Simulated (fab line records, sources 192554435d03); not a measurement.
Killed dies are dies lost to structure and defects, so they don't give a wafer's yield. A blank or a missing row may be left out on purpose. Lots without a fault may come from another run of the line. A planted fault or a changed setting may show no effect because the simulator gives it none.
Split-lot experiment | flow n5_finfet | 7 lots, 21 wafers read, on a route of 1938 steps

THE SPLIT
At N5_BEOL_M15_SPUTTER_44 (material Ta, target thk 15 nm, time 24.19 s), the setting power_w was moved away from the recipe's 15000 W on 9 of the 21 wafers read, by -13.1% to +12.3%. The other wafers ran this setting at the recipe's value.

The reading is taken at the split's own step.

THE READING
Ta_of_BEOL_M15_SPUTTER_44.thk_nm (the simulator's own value, which no gauge read), in nm, at N5_BEOL_M15_SPUTTER_44 (material Ta, target thk 15 nm, time 24.19 s). The file gives no usual value for it. The 12 wafers here that ran the recipe average 14.8 nm, standard deviation 0.36 nm.

wafer  | tool, chamber at the split | power_w as run, W | against the recipe | Ta_of_BEOL_M15_SPUTTER_44.thk_nm, nm | against lot-mates on the recipe
L078.1 | pvd_sputter-03, -          | 15000             | recipe             | 15.4                                 | -
L078.2 | pvd_sputter-03, -          | 15000             | recipe             | 15.4                                 | -
L078.3 | pvd_sputter-03, -          | 13080             | -12.8%             | 13.4                                 | -2.0
L081.1 | pvd_sputter-02, -          | 15930             | +6.2%              | 15.6                                 | +0.4
L081.3 | pvd_sputter-02, -          | 15930             | +6.2%              | 16                                   | +0.8
L081.6 | pvd_sputter-02, -          | 15000             | recipe             | 15.2                                 | -
L089.3 | pvd_sputter-02, -          | 13030             | -13.1%             | 12.8                                 | no lot-mate on the recipe
L089.6 | pvd_sputter-02, -          | 13030             | -13.1%             | 12.8                                 | no lot-mate on the recipe
L089.5 | pvd_sputter-02, -          | 13030             | -13.1%             | 12.6                                 | no lot-mate on the recipe
L090.1 | pvd_sputter-01, -          | 15000             | recipe             | 14.6                                 | -
L090.5 | pvd_sputter-01, -          | 15000             | recipe             | 14.4                                 | -
L090.6 | pvd_sputter-01, -          | 15000             | recipe             | 14.8                                 | -
L096.1 | pvd_sputter-03, -          | 16850             | +12.3%             | 17                                   | +2.0
L096.2 | pvd_sputter-03, -          | 16850             | +12.3%             | 16.8                                 | +1.8
L096.4 | pvd_sputter-03, -          | 15000             | recipe             | 15                                   | -
L094.1 | pvd_sputter-02, -          | 16630             | +10.9%             | 16.6                                 | +1.8
L094.2 | pvd_sputter-02, -          | 15000             | recipe             | 14.6                                 | -
L094.5 | pvd_sputter-02, -          | 15000             | recipe             | 15                                   | -
L097.1 | pvd_sputter-02, -          | 15000             | recipe             | 14.8                                 | -
L097.2 | pvd_sputter-02, -          | 15000             | recipe             | 14.2                                 | -
L097.3 | pvd_sputter-02, -          | 15000             | recipe             | 14.6                                 | -

THE FIT
A straight line over all 21 wafers: Ta_of_BEOL_M15_SPUTTER_44.thk_nm changes by +0.155 nm for each +1% of power_w; r = +0.97; the points scatter about the line by 0.33 nm.
The same after taking each lot's own level away (the mean of its wafers on the recipe; 18 wafers): +0.152 nm for each +1%; r = +0.98; scatter 0.21 nm.
On that fit, the largest move of power_w shifts the reading by 2 nm.
The lots' own levels span 14.53 to 15.40 nm, that is 2.4 times the standard deviation above.
So the lot-to-lot level changes the slope little: the two slopes agree.
Check: with one of the wafers moved furthest among these (-12.8%) left out of the fit, the line predicts -1.95 nm for it against its lot-mates. It came out at -2 nm against them.

OTHER SPLITS ON THESE WAFERS
These wafers also went through other splits before the reading. Each is held against what the fit with the lots' levels taken away leaves over:
other split on the same wafers | wafers away from the commonest value | r with Ta_of_BEOL_M15_SPUTTER_44.thk_nm (lot level and that fit taken away)
N5_BEOL_M14_DESCUM_33 time_s   | 8                                    | -0.22
N5_BEOL_M15_ILD_DEP_00 temp_c  | 7                                    | -0.18
N5_BEOL_M15_COAT_04 spin_rpm   | 4                                    | -0.26

THE FILE'S OWN FIT
Ta_of_BEOL_M15_SPUTTER_44.thk_nm changes by +0.153 nm for each +1% of power_w, r = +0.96.
